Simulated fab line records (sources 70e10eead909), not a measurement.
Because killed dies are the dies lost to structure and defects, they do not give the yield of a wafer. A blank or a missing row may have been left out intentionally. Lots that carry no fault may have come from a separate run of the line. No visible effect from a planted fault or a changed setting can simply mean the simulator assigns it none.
Matching of chambers ; flow nand-harc ; NHARC_P_M0_PRE_CLEAN_31 on pecvd-03: 3 sister chambers
The step time 12 s. 22 wafers are shown with their chamber, then 11 later ones without.

== WAFERS, EACH WITH ITS CHAMBER ==
wafer;chamber;heater-power-w (W)
L075.2;2;533
L075.3;1;726
L075.5;1;709
L077.3;1;695
L077.4;0;605
L077.6;2;571
L081.1;2;616
L081.2;1;702
L081.4;2;627
L082.1;2;650
L082.3;1;703
L082.5;1;696
L085.1;1;633
L085.4;0;726
L085.5;1;612
L087.2;1;681
L087.4;1;700
L087.5;0;650
L088.2;1;714
L088.3;0;691
L088.6;2;613
L089.1;2;658

SIGNATURES (means of the wafers above)
reading;chamber 0;chamber 1;chamber 2;scatter within a chamber
heater-power-w;668.00;688.27;609.71;41
Rule: for each reading, subtract the chamber's mean from the wafer's reading, divide by that reading's scatter and square the result; add these up over the readings and take the root, which gives the wafer's distance from the chamber. The wafer belongs to the nearest chamber; if the next one is less than 2 further off, it can't be placed. The scatter: the root of (the sum of the squares of (reading less its chamber's mean) over the shown wafers, divided by (wafers less chambers)).

== WAFERS WHOSE CHAMBER IS MISSING ==
wafer;heater-power-w (W)
L089.2;594
L089.5;691
L092.1;569
L092.3;641
L092.4;607
L093.1;659
L093.2;702
L093.6;646
L094.1;634
L094.4;645
L094.6;630

== WHICH CHAMBER EACH ONE RAN IN ==
wafer;from the rows above;in truth
L089.2;can't be placed: 2 or 0 or 1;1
L089.5;can't be placed: 1 or 0 or 2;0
L092.1;can't be placed: 2 or 0 or 1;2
L092.3;can't be placed: 0 or 2 or 1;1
L092.4;can't be placed: 2 or 0 or 1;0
L093.1;can't be placed: 0 or 1 or 2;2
L093.2;can't be placed: 1 or 0 or 2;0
L093.6;can't be placed: 0 or 2 or 1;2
L094.1;can't be placed: 2 or 0 or 1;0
L094.4;can't be placed: 0 or 2 or 1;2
L094.6;can't be placed: 2 or 0 or 1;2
Placed correctly: 0 of 11. From these rows, 11 cannot be placed; in 11 the true chamber is one of the candidates. 0 placed wrongly.
